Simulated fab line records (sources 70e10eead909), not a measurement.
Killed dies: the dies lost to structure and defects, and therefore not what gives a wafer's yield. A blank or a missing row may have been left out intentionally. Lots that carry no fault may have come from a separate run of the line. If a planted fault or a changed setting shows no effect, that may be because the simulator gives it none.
A lot that was struck, set against a sound lot / flow nand harc / 15 steps out of a route of 1159
Sound: these wafers, L214.3, L214.4, L214.6. Struck: wafer L205.1 (left out: L205.6, a lot-mate that was not struck); the cause follows at the end.
At each step with rows: each side's tool, then ch and its chambers, then its first start. Under that, the readings that differ: sound wafers / struck wafers / difference of the means / sigmas: that difference in standard deviations of wafers without a fault.
alike: words and numbers the same on both sides, and readings whose means are apart by under 2 such deviations; not compared: readings that were withheld, readings missing a value for some wafer, numbers with overlapping values and no deviation given by the record, and bounds like >300 which may hide the same value.
A row with sigmas, a row that says differs or no value, or rows on one side alone: a step with any of these is where the two part. Non-overlapping numbers with no deviation appear without sigmas and do not part them. Lack of a reading on every wafer of one side parts them only where that side has two or more wafers.

first, 7 steps without rows for these wafers: NHARC_A_CHANNEL_HOLE_D1_COAT_37 (time 65 s); NHARC_A_CHANNEL_HOLE_D1_COAT_04 (resist thk 90 nm); NHARC_A_CHANNEL_HOLE_D1_SOFTBAKE_05 (time 55 s); NHARC_A_CHANNEL_HOLE_D1_EBR_06; NHARC_A_CHANNEL_HOLE_D1_EXPOSE_07 (exposes mask HOLE D1, target cd 100 nm); NHARC_A_CHANNEL_HOLE_D1_PEB_08 (peb time 65 s); NHARC_A_CHANNEL_HOLE_D1_DEVELOP_09 (develop time 35 s).
NHARC_A_CHANNEL_HOLE_D1_CD_MEAS_10: the cd target is 100 nm.
  sound on cd sem-03 ch 0, day 13 02:47; struck on cd sem-03 ch 0, day 11 07:51
  alike: cd nm
NHARC_A_CHANNEL_HOLE_D1_OVL_MEAS_11:
  struck on overlay-01, day 11 07:56; sound on overlay-01, day 13 02:52
  alike: overlay x nm, overlay y nm
NHARC_A_CHANNEL_HOLE_D1_INSPECT_12:
  struck on defect inspect-02, day 11 07:58; sound on defect inspect-02, day 13 02:54
  alike: raw defect count
NHARC_A_CHANNEL_HOLE_D1_DESCUM_15: chemistry O2, time 3 s.
  sound on rie diel-12 ch 0,1,2, day 13 02:59; struck on rie diel-08 ch 1, day 11 08:02
reading=drypump motor current A (A); sound=6.4 6.0 6.0; struck=5.3; difference=-0.8; sigmas=-2
reading=oes product au (a.u.); sound=0.996 1.023 0.989; struck=0.983; difference=-0.020; sigmas=-2
  alike: rf vpp V, showerhead plenum p Torr, throttle valve pct
  not compared: rf hours counter h
NHARC_A_CHANNEL_HOLE_D1_ETCH_38: etches the open film in CF4, target depth 39 nm, time 65 s.
  sound on rie diel-12 ch 0,2,3, day 13 03:04; struck on rie diel-08 ch 1, day 11 08:08
reading=drypump motor current A (A); sound=6.1 6.4 5.9; struck=5.3; difference=-0.8; sigmas=-2
  alike: oes product au, rf vpp V, run length s, showerhead plenum p Torr, throttle valve pct
  not compared: rf hours counter h
NHARC_A_CHANNEL_HOLE_D1_ETCH_39: etches the open film in N2/H2, target depth 260 nm, time 325 s.
  sound on rie diel-12 ch 0,1,2, day 13 03:11; struck on rie diel-08 ch 2, day 11 08:17
reading=run length s (s); sound=346.6 346.3 346.7; struck=272.9; difference=-73.6; sigmas=-99 or more
  alike: drypump motor current A, oes product au, rf vpp V, showerhead plenum p Torr, throttle valve pct
  not compared: rf hours counter h
NHARC_A_CHANNEL_HOLE_D1_ETCH_34: etches the open film in CF4/CHF3, target depth 154 nm, time 77 s.
  sound on rie diel-12 ch 0,2; struck on rie diel-08 ch 0
  alike: drypump motor current A, oes product au, rf vpp V, run length s, showerhead plenum p Torr, throttle valve pct
  not compared: rf hours counter h
-- break in the record here, with 12 days between the starts of the struck wafers on either side (left off in module A_CHANNEL_HOLE_D1, picked up again in module END, where the first step shown is number 1159 on the route) --
NHARC_END_SORT_01:
  here the record holds rows for the struck wafers (prober-02 ch 0, day 22 21:31) but none for the sound ones

WHERE THEY PART
First at NHARC_A_CHANNEL_HOLE_D1_DESCUM_15; last, within this record, at NHARC_END_SORT_01.

WHY: whatever the simulator had introduced
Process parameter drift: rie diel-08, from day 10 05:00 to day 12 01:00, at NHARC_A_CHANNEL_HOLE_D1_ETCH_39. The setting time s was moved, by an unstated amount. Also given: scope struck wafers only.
